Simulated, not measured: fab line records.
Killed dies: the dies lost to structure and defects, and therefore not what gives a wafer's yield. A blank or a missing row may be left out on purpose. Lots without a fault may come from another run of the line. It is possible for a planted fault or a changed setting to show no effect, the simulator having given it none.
fab line records -- flow n5_finfet
record: lots: 11, wafers: 33, last_day: 17
route steps=1938 shown HKMG_FIN@448 GATE_CUT@466 PASSIVATION@1936
lots that met no fault: taken from a fault-free run of the same line
start_h: hours from the record's first day to the start of the lot's first wafer shown -- wait_h: how many hours have passed since the lot's step before this one -- " identical to the entry in the row above -- L1.1+2: one row covering several wafers at once -- - no value, or no start was given -- * or withheld: withheld -- < > ~ a bound
route shown NAME@n: a module of which the file shows steps, and the number in the route of the first -- usual: mean/standard deviation of fault-free wafers -- same: alike in all rows -- chamber/n: place in a boat -- sites: the reading at each site -- _std_site: their standard deviation -- _edge_site: inner sites' mean taken away from outer sites' mean -- radius_mm: how far each site lies from the wafer's centre -- mask NAME#n: copy n -- behind: the most recent tool/chamber to have shaped the wafer -- hold: cause of the lot's hold/its duration in hours/its outcome -- device: transistor that didn't switch, given as n, p or np -- end of line: tests run on the same wafers once the route is complete -- for a step that has no rows: nothing shown but its recipe -- killed: count of dies lost to structure and defects at first sort (not the wafer's yield) -- map: dies across one wafer; x = killed, . = not, _ = none there
set.NAME: setting as actually run; set.NAME@STEP: the setting as run at that earlier step -- model.NAME: the simulator's own value behind a step, which no gauge read
steps of the route over a sample of lots; a table a step, a row a wafer
services: from which hour (start_h, from the record's first day; less than 0 if before it) a tool's chamber was out of use, for how many hours, and why
== steps ==
step: N5_HKMG_FIN_NWFM_ALD_20
recipe: material: TiAlC, target_thk_a: 20, temp_c: 300, ald_precursor_family: TiCl4, ald_co_reactant: TEA, pulse_time_s: 3, purge_time_s: 2, co_reactant_purge_time_s: 2, co_reactant_pulse_time_s: 10, ald_cycles: 7, pressure_torr: 3
usual: heater_power_w: 517/40, precursor_pulse_height_rel: 0.998/0.019
lot.wafer,tool,chamber,start_h,wait_h,heater_power_w,precursor_pulse_height_rel
L146.3,ald_metal-01,2,77.91,0.1,513,1.020
L146.4,ald_metal-01,0,77.91,0.1,577,1.023
L146.5,ald_metal-01,3,77.91,0.1,492,1.008
L147.2,ald_metal-01,0,81.62,0.3,578,1.011
L147.4,ald_metal-01,1,81.62,0.3,596,1.004
L147.6,ald_metal-01,0,81.62,0.3,571,0.973
L149.1,ald_metal-01,2,92.99,0.3,501,0.983
L149.2,ald_metal-01,0,92.99,0.3,578,1.032
L149.5,ald_metal-01,0,92.99,0.3,576,1.062
L150.1,ald_metal-02,0,102.12,0.3,501,0.990
L150.2,ald_metal-02,3,102.12,0.3,479,0.977
L150.6,ald_metal-02,2,102.12,0.3,511,0.998
L154.1,ald_metal-01,3,133.79,0.3,480,0.976
L154.2,ald_metal-01,2,133.79,0.3,502,1.013
L154.6,ald_metal-01,2,133.79,0.3,503,0.980
L159.1,ald_metal-01,0,156.80,0.3,575,0.996
L159.4,ald_metal-01,2,156.80,0.3,516,0.964
L159.6,ald_metal-01,3,156.80,0.3,506,1.014
L160.1,ald_metal-02,0,159.91,0.3,486,1.019
L160.3,ald_metal-02,2,159.91,0.3,534,1.008
L160.6,ald_metal-02,3,159.91,0.3,488,0.985
L162.2,ald_metal-03,2,172.36,0.3,456,0.978
L162.5,ald_metal-03,3,172.36,0.3,558,0.988
L162.6,ald_metal-03,0,172.36,0.3,565,0.985
L164.2,ald_metal-01,1,186.37,0.3,587,0.993
L164.3,ald_metal-01,3,186.37,0.3,505,0.976
L164.5,ald_metal-01,3,186.37,0.3,510,1.003
L168.3,ald_metal-02,1,211.82,0.2,503,0.971
L168.5,ald_metal-02,0,211.82,0.2,497,0.995
L168.6,ald_metal-02,3,211.82,0.2,475,0.969
L169.1,ald_metal-02,1,214.23,0.3,493,1.000
L169.2,ald_metal-02,3,214.23,0.3,470,0.996
L169.6,ald_metal-02,1,214.23,0.3,504,1.009
step: N5_GATE_CUT_ETCH_56
recipe: chemistry: Cl2/Ar, target: TiN, target_depth_a: 216, pressure_mtorr: 10, icp_w: 600, bias_w: 60, Cl2_flow_sccm: 40, Ar_flow_sccm: 60
usual: drypump_motor_current_A: 5.6/0.41, mfc_cl2_sccm: 39.99/0.13, oes_ar_750_au: 0.78/0.072, oes_product_au: 0.78/0.07, throttle_valve_pct: 20.76/0.2
lot.wafer,tool,chamber,start_h,wait_h,drypump_motor_current_A,mfc_cl2_sccm,oes_ar_750_au,oes_product_au,rf_hours_counter_h,throttle_valve_pct
L146.3,rie_metal-03,1,80.64,0.1,5.6,39.96,0.82,0.79,-,20.85
L146.4,rie_metal-03,0,80.64,0.1,5.2,39.83,0.88,0.89,-,20.88
L146.5,rie_metal-03,1,80.64,0.1,5.6,39.96,0.82,0.79,-,20.83
L147.2,rie_metal-01,1,84.20,0.1,5.1,40.09,0.58,0.59,141,21.11
L147.4,rie_metal-01,1,84.20,0.1,5.2,40.15,0.58,0.58,-,21.09
L147.6,rie_metal-01,0,84.20,0.1,5.9,39.89,0.83,0.83,-,20.43
L149.1,rie_metal-01,0,95.57,0.1,5.9,39.70,0.82,0.82,29,20.43
L149.2,rie_metal-01,1,95.57,0.1,5.2,39.85,0.59,0.59,142,21.10
L149.5,rie_metal-01,0,95.57,0.1,5.9,39.88,0.83,0.83,-,20.43
L150.1,rie_metal-01,0,104.77,0.1,5.9,36.25,0.87,0.79,30,19.97
L150.2,rie_metal-01,1,104.77,0.1,5.2,36.22,0.62,0.57,142,20.62
L150.6,rie_metal-01,0,104.77,0.1,5.9,36.12,0.87,0.81,-,19.97
L154.1,rie_metal-01,0,136.50,0.2,5.9,35.93,0.86,0.79,33,19.97
L154.2,rie_metal-01,0,136.50,0.2,5.9,35.94,0.86,0.80,-,19.96
L154.6,rie_metal-01,0,136.50,0.2,5.9,36.19,0.86,0.79,-,19.98
L159.1,rie_metal-03,0,160.94,0.1,5.2,40.07,0.83,0.84,9,20.92
L159.4,rie_metal-03,1,160.94,0.1,5.6,40.02,0.80,0.77,-,20.84
L159.6,rie_metal-03,1,160.94,0.1,5.7,40.01,0.80,0.78,-,20.85
L160.1,rie_metal-02,0,162.48,0.1,6.2,40.05,0.77,0.76,60,20.91
L160.3,rie_metal-02,1,162.48,0.1,5.1,39.74,0.73,0.75,-,20.74
L160.6,rie_metal-02,1,162.48,0.1,5.2,39.84,0.72,0.75,-,20.74
L162.2,rie_metal-02,1,174.95,0.1,5.2,40.17,0.72,0.74,45,20.74
L162.5,rie_metal-02,1,174.95,0.1,5.2,40.15,0.72,0.74,-,20.75
L162.6,rie_metal-02,0,174.95,0.1,6.2,39.85,0.77,0.76,-,20.92
L164.2,rie_metal-03,1,188.98,0.1,5.7,40.04,0.79,0.78,39,20.84
L164.3,rie_metal-03,0,188.98,0.1,5.3,39.97,0.82,0.83,-,20.92
L164.5,rie_metal-03,0,188.98,0.1,5.2,40.00,0.82,0.82,-,20.90
L168.3,rie_metal-02,0,214.48,0.1,6.2,40.01,0.75,0.76,-,20.91
L168.5,rie_metal-02,0,214.48,0.1,6.2,40.04,0.76,0.75,-,20.93
L168.6,rie_metal-02,1,214.48,0.1,5.2,39.91,0.71,0.74,-,20.75
L169.1,rie_metal-02,0,216.93,0.1,6.2,39.95,0.76,0.76,65,20.91
L169.2,rie_metal-02,1,216.93,0.1,5.2,40.09,0.71,0.74,49,20.73
L169.6,rie_metal-02,1,216.93,0.1,5.2,40.12,0.71,0.74,-,20.73
step: N5_GATE_CUT_ETCHBACK_30
recipe: chemistry: Cl2/Ar, target: TiN, target_depth_a: 30, mode: isotropic, pressure_mtorr: 10, icp_w: 600, bias_w: 60, Cl2_flow_sccm: 40, Ar_flow_sccm: 60
usual: drypump_motor_current_A: 5.6/0.41, mfc_cl2_sccm: 40.00/0.11, oes_ar_750_au: 0.78/0.071, oes_product_au: 0.78/0.07, throttle_valve_pct: 20.76/0.2
lot.wafer,tool,chamber,start_h,wait_h,drypump_motor_current_A,mfc_cl2_sccm,oes_ar_750_au,oes_product_au,rf_hours_counter_h,throttle_valve_pct
L146.3,rie_metal-03,1,80.73,0.1,5.7,39.95,0.82,0.80,-,20.83
L146.4,rie_metal-03,0,80.73,0.1,5.2,40.14,0.88,0.89,-,20.90
L146.5,rie_metal-03,1,80.73,0.1,5.7,39.96,0.82,0.80,-,20.84
L147.2,rie_metal-01,1,84.29,0.1,5.2,39.98,0.59,0.59,141,21.11
L147.4,rie_metal-01,1,84.29,0.1,5.1,39.91,0.58,0.59,-,21.09
L147.6,rie_metal-01,0,84.29,0.1,5.9,39.94,0.83,0.83,-,20.45
L149.1,rie_metal-01,0,95.66,0.1,5.9,40.06,0.82,0.83,29,20.42
L149.2,rie_metal-01,1,95.66,0.1,5.2,39.92,0.58,0.58,142,21.09
L149.5,rie_metal-01,0,95.66,0.1,6.0,40.25,0.82,0.81,-,20.40
L150.1,rie_metal-01,0,104.86,0.1,5.9,40.05,0.82,0.81,30,20.44
L150.2,rie_metal-01,1,104.86,0.1,5.1,40.02,0.58,0.59,142,21.09
L150.6,rie_metal-01,0,104.86,0.1,5.9,40.05,0.82,0.82,-,20.43
L154.1,rie_metal-01,0,136.68,0.1,5.9,39.98,0.82,0.81,33,20.44
L154.2,rie_metal-01,0,136.68,0.1,5.9,40.04,0.82,0.80,-,20.44
L154.6,rie_metal-01,0,136.68,0.1,5.9,40.10,0.81,0.80,-,20.44
L159.1,rie_metal-03,0,161.03,0.1,5.2,39.91,0.84,0.83,9,20.92
L159.4,rie_metal-03,1,161.03,0.1,5.7,39.82,0.81,0.77,-,20.86
L159.6,rie_metal-03,1,161.03,0.1,5.7,40.04,0.80,0.77,-,20.85
L160.1,rie_metal-02,0,162.57,0.1,6.2,40.01,0.77,0.77,60,20.90
L160.3,rie_metal-02,1,162.57,0.1,5.1,39.76,0.73,0.75,-,20.75
L160.6,rie_metal-02,1,162.57,0.1,5.1,39.64,0.72,0.75,-,20.73
L162.2,rie_metal-02,1,175.04,0.1,5.1,39.99,0.72,0.73,45,20.75
L162.5,rie_metal-02,1,175.04,0.1,5.1,40.03,0.72,0.74,-,20.76
L162.6,rie_metal-02,0,175.04,0.1,6.2,39.90,0.77,0.76,-,20.91
L164.2,rie_metal-03,1,189.07,0.1,5.6,40.12,0.80,0.77,39,20.85
L164.3,rie_metal-03,0,189.07,0.1,5.2,40.02,0.81,0.82,-,20.91
L164.5,rie_metal-03,0,189.07,0.1,5.2,39.89,0.82,0.82,-,20.93
L168.3,rie_metal-02,0,214.55,0.0,6.2,40.05,0.76,0.75,-,20.94
L168.5,rie_metal-02,0,214.55,0.0,6.2,40.12,0.77,0.74,-,20.91
L168.6,rie_metal-02,1,214.55,0.0,5.1,40.09,0.71,0.73,-,20.74
L169.1,rie_metal-02,0,217.02,0.1,6.2,39.91,0.76,0.75,65,20.95
L169.2,rie_metal-02,1,217.02,0.1,5.1,40.02,0.70,0.73,49,20.75
L169.6,rie_metal-02,1,217.02,0.1,5.1,40.02,0.71,0.74,-,20.74
step: N5_GATE_CUT_PECVD_57
recipe: material: SiNx, target_thk_a: 210, temp_c: 400, precursor: SiH4/NH3/N2, pressure_torr: 1.5, rf_w: 300
usual: heater_power_w: 782/79, showerhead_plenum_p_Torr: 5.131/0.025, throttle_valve_pct: 40.6/2.9
lot.wafer,tool,chamber,start_h,wait_h,heater_power_w,showerhead_plenum_p_Torr,throttle_valve_pct
L146.3,pecvd-02,2,83.33,1.1,845,5.155,40.1
L146.4,pecvd-02,0,83.33,1.1,717,5.153,45.7
L146.5,pecvd-02,1,83.33,1.1,833,5.128,40.8
L147.2,pecvd-02,1,86.89,1.1,818,5.112,41.1
L147.4,pecvd-02,0,86.89,1.1,774,5.144,45.8
L147.6,pecvd-02,2,86.89,1.1,769,5.147,40.1
L149.1,pecvd-02,0,99.48,1.1,722,5.145,45.6
L149.2,pecvd-02,2,99.48,1.1,900,5.155,40.3
L149.5,pecvd-02,0,99.48,1.1,731,5.127,45.5
L150.1,pecvd-03,2,107.55,1.1,648,5.166,36.5
L150.2,pecvd-03,1,107.55,1.1,729,5.081,44.6
L150.6,pecvd-03,1,107.55,1.1,714,5.082,44.9
L154.1,pecvd-02,1,139.33,1.1,812,5.123,40.6
L154.2,pecvd-02,0,139.33,1.1,753,5.149,45.7
L154.6,pecvd-02,1,139.33,1.1,812,5.116,40.6
L159.1,pecvd-03,2,163.89,1.1,679,5.178,37.1
L159.4,pecvd-03,0,163.89,1.1,684,5.125,39.8
L159.6,pecvd-03,2,163.89,1.1,683,5.177,36.9
L160.1,pecvd-01,1,165.20,1.1,795,5.154,37.3
L160.3,pecvd-01,2,165.20,1.1,760,5.117,39.4
L160.6,pecvd-01,1,165.20,1.1,815,5.145,37.0
L162.2,pecvd-01,2,177.65,1.1,839,5.121,39.8
L162.5,pecvd-01,0,177.65,1.1,752,5.112,38.8
L162.6,pecvd-01,1,177.65,1.1,748,5.149,37.0
L164.2,pecvd-01,1,192.65,1.1,701,5.138,36.7
L164.3,pecvd-01,0,192.65,1.1,875,5.107,38.6
L164.5,pecvd-01,1,192.65,1.1,689,5.148,36.9
L168.3,pecvd-02,1,217.79,1.1,945,5.106,40.7
L168.5,pecvd-02,2,217.79,1.1,869,5.143,41.2
L168.6,pecvd-02,0,217.79,1.1,780,5.141,45.9
L169.1,pecvd-01,0,219.61,1.1,786,5.111,39.1
L169.2,pecvd-01,2,219.61,1.1,815,5.127,40.1
L169.6,pecvd-01,1,219.61,1.1,771,5.160,36.9
step: N5_PASSIVATION_PROBE_49
usual: killed_at_M0_to_M3: 35/11, killed_at_M4_up: 13/5.7, killed_at_contacts: 12/5.7, killed_at_front_end: 40/11, killed_at_other: 4/4.4, killed_dies: 105/18, killed_open: 68/14, killed_short: 34/7.4
same: gross_dies: 1180, killed_at_back_side: 0
lot.wafer,tool,chamber,start_h,wait_h,killed_at_M0_to_M3,killed_at_M4_up,killed_at_contacts,killed_at_front_end,killed_at_other,killed_dies,killed_open,killed_short
L154.1,prober-02,-,312.66,0.0,38,10,10,42,44,144,67,27
L154.2,prober-02,-,312.71,0.1,40,5,14,47,4,110,61,49
L154.6,prober-02,-,312.91,0.3,31,15,13,67,2,128,85,29
killed by level:class
L154.1 PASSIVATION:area_etch=43 STI_FIN_REVEAL:geometric_particle:open=11 BEOL_M1:geometric_particle:open=9 MOL_CONTACT_COAG:geometric_particle:open=8 BEOL_M0_SAQP:geometric_particle:short=8 BEOL_M0_SAQP:geometric_particle:open=8 GATE_CUT:geometric_particle:open=6 FIN_CUT:area_etch=6
L154.2 FIN_SAQP:geometric_particle:short=14 MOL_CONTACT_COAG:geometric_particle:open=13 DUMMY_GATE:geometric_particle:open=9 FIN_SAQP:geometric_particle:open=7 BEOL_M0_SAQP:geometric_particle:short=7 BEOL_M1:geometric_particle:open=7 BEOL_M1:geometric_particle:short=5 BEOL_M2:geometric_particle:open=5
L154.6 DUMMY_GATE:geometric_particle:open=23 FIN_CUT:area_etch=12 MOL_CONTACT_COAG:geometric_particle:open=11 BEOL_M2:geometric_particle:open=11 BEOL_M4:geometric_particle:open=9 BEOL_M0_SAQP:geometric_particle:open=8 FIN_SAQP:geometric_particle:short=6 STI_FIN_REVEAL:geometric_particle:open=5
== services ==
tool,chamber,start_h,hours,kind
pecvd-02,1,65.95,2.1,scheduled_down
pecvd-03,-,68.29,1.2,repair
pecvd-01,0,74.77,2.1,scheduled_down
pecvd-01,1,96.39,5.5,scheduled_down
rie_metal-03,-,110.67,0.5,repair
ald_metal-02,2,126.78,24.6,repair
pecvd-02,2,126.92,23.1,repair
rie_metal-01,1,130.78,-,clean
rie_metal-01,1,130.78,18.5,scheduled_down
rie_metal-01,1,130.78,18.5,vent_cycle
rie_metal-02,0,134.83,3.9,repair
ald_metal-03,-,138.52,8.7,pm
pecvd-01,1,151.35,5.3,repair
pecvd-01,-,160.27,1.6,repair
ald_metal-03,3,164.97,2.0,repair
pecvd-01,2,166.77,2.1,scheduled_down
rie_metal-03,-,169.47,2.0,repair
rie_metal-02,-,170.17,0.7,repair
ald_metal-02,0,184.69,15.6,repair
rie_metal-02,0,186.25,6.2,repair
pecvd-03,-,192.42,28.1,pm
ald_metal-01,1,206.53,35.8,repair
pecvd-02,-,217.23,0.5,repair
== key ==
first_sign: step: N5_GATE_CUT_ETCH_56, reading: mfc_cl2_sccm, direction: down, sigmas: 30, usual: 39.99, struck: 36.11
effect: step: N5_GATE_CUT_ETCH_56, reading: throttle_valve_pct, direction: down, sigmas: 3.4, usual: *, struck: *
met_at N5_GATE_CUT_ETCH_56
struck_lots L150,L154
tester_left_out L150,L154
baseline_loss: step: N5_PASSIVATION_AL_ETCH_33, wafers: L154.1
baseline_loss: step: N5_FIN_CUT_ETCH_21, wafers: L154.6
not_acting_at N5_HKMG_FIN_NWFM_ALD_20,N5_GATE_CUT_ETCHBACK_30,N5_GATE_CUT_PECVD_57
onset_between 95.57 104.77
fault: kind: process_parameter_drift, tool: rie_metal-01, chamber: -, onset_h: 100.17, steps: N5_GATE_CUT_ETCH_56, channel: Cl2_flow_sccm, offset: -3.9327, shape: step, end_h: 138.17, acts_in: these_recipes_only, stated: 40
tester_left_out: of these lots the tester's yield and bins aren't shown, on N5 and GAA mostly nor the transistor test; their killed dies are dies lost to structure and defects alone, not to doping, threshold or leakage, so they don't give the yield
baseline_loss: these wafers lose ten dies or more at that step, a loss of the line's own and not of a fault; the sort's usual values leave them out
